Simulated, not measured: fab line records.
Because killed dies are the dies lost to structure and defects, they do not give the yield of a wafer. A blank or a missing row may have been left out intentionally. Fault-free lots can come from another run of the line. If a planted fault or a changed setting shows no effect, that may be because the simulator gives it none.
What tool caused it? + flow n5 finfet + Sampling: 24 lots, 72 wafers, 2 of 1938 route steps

== WHAT EACH GAUGE READ, for each wafer ==
N5_BEOL_M9_CD_MEAS_11 targets a cd of 64.1 nm. Usual: cd nm reads 64.2 nm (standard deviation 0.7).
| lot  | measured     | on        | cd nm (nm)     | flag |
|------|--------------|-----------|----------------|------|
| L075 | day 10 18:56 | cd sem-03 | 64.4 64.2 63.8 |      |
| L074 | day 10 22:16 | cd sem-02 | 63.5 63.1 63.6 |      |
| L076 | day 11 06:44 | cd sem-03 | 64.0 63.6 64.5 |      |
| L077 | day 11 11:23 | cd sem-03 | 64.7 65.2 64.0 |      |
| L079 | day 11 16:35 | cd sem-01 | 64.2 64.0 64.5 |      |
| L078 | day 11 16:46 | cd sem-02 | 63.9 62.7 63.5 |      |
| L080 | day 11 19:45 | cd sem-01 | 63.3 64.1 63.5 |      |
| L083 | day 12 02:01 | cd sem-03 | 64.5 64.4 63.5 |      |
| L081 | day 12 20:46 | cd sem-03 | 64.5 65.6 64.0 |      |
| L082 | day 13 06:05 | cd sem-01 | 64.0 64.8 64.7 |      |
| L084 | day 13 07:22 | cd sem-03 | 62.8 63.3 63.8 |      |
| L088 | day 13 10:17 | cd sem-03 | 64.6 64.8 65.1 |      |
| L085 | day 13 16:12 | cd sem-01 | 64.1 64.7 64.6 |      |
| L086 | day 14 00:05 | cd sem-03 | 64.6 65.3 64.6 |      |
| L087 | day 14 05:40 | cd sem-03 | 63.9 64.4 64.8 |      |
| L089 | day 14 11:00 | cd sem-01 | 63.4 63.6 63.3 |      |
| L092 | day 14 17:05 | cd sem-03 | 64.7 64.6 65.7 |      |
| L090 | day 14 19:45 | cd sem-02 | 63.8 63.5 63.6 |      |
| L091 | day 14 22:41 | cd sem-03 | 62.7 63.6 63.9 |      |
| L093 | day 15 04:53 | cd sem-01 | 63.5 64.0 64.3 |      |
| L094 | day 15 08:56 | cd sem-02 | 64.2 63.8 63.8 |      |
| L095 | day 15 18:34 | cd sem-03 | 63.8 63.1 63.3 |      |
| L096 | day 16 11:47 | cd sem-03 | 63.1 63.9 62.9 |      |
| L097 | day 16 17:38 | cd sem-03 | 65.6 65.0 65.0 |      |

N5_BEOL_M9_OCD_MEAS_38. Usual: trench depth nm reads 152.0 nm (standard deviation 2.7).
| lot  | measured     | on     | trench depth nm (nm) | flag |
|------|--------------|--------|----------------------|------|
| L075 | day 10 20:25 | ocd-02 | 151.2 154.7 153.8    |      |
| L074 | day 10 23:55 | ocd-01 | 151.1 150.6 153.4    |      |
| L076 | day 11 08:19 | ocd-01 | 150.1 148.0 153.9    |      |
| L077 | day 11 13:58 | ocd-01 | 150.1 155.4 150.2    |      |
| L079 | day 11 19:19 | ocd-02 | 150.6 151.1 156.1    |      |
| L078 | day 11 19:46 | ocd-02 | 154.6 153.7 152.3    |      |
| L080 | day 11 21:11 | ocd-02 | 154.5 154.8 153.9    |      |
| L083 | day 12 04:04 | ocd-02 | 153.7 147.8 152.0    |      |
| L081 | day 12 23:45 | ocd-01 | 152.9 155.1 151.8    |      |
| L082 | day 13 09:11 | ocd-02 | 154.9 151.9 156.1    |      |
| L084 | day 13 09:09 | ocd-01 | 152.6 153.3 147.9    |      |
| L088 | day 13 12:25 | ocd-01 | 152.1 149.7 153.6    |      |
| L085 | day 13 18:02 | ocd-01 | 146.6 150.6 149.7    |      |
| L086 | day 14 05:02 | ocd-02 | 154.4 152.7 151.3    |      |
| L087 | day 14 07:37 | ocd-02 | 151.3 152.1 152.3    |      |
| L089 | day 14 13:05 | ocd-02 | 150.6 152.3 155.4    |      |
| L092 | day 14 19:01 | ocd-01 | 152.3 150.0 153.6    |      |
| L090 | day 14 23:18 | ocd-02 | 146.0 151.6 152.9    |      |
| L091 | day 15 00:23 | ocd-01 | 152.8 146.3 151.6    |      |
| L093 | day 15 08:14 | ocd-01 | 157.5 150.3 155.5    |      |
| L094 | day 15 13:10 | ocd-02 | 151.1 150.5 150.7    |      |
| L095 | day 15 21:47 | ocd-02 | 153.4 153.8 152.8    |      |
| L096 | day 16 13:15 | ocd-01 | 150.5 155.4 150.5    |      |
| L097 | day 16 20:34 | ocd-01 | 144.5 153.1 152.8    |      |

== TOOL THAT RAN EACH LOT (tool first, then ch and the chambers of the sampled wafers, then the start) ==
The record holds no process step before these readings.

== WHAT THE TOOLS THEMSELVES READ (means of the sampled wafers that have a number; where no wafer has one, the mark that the record gives instead) ==
The record holds no such reading with a usual standard deviation.

== THE ANSWER, worked out from the rows above alone ==
Rule: a lot is off if the mean of its wafers that have a number lies more than 3 standard deviations from the usual mean. Also off: a lot with no number at a reading for which 4 or more lots have one. Any other lot the step has rows for is counted as sound. First the gauges in route order, then the tools' own readings, where a lot's mean is used as printed above. The first step at which some lot is off is used, and at that step the reading that is off furthest; a lot without a number counts as furthest.
Across all readings shown, no lot is off: no conclusion can be drawn from this.

== WHAT WAS PUT IN BY THE SIMULATOR ==
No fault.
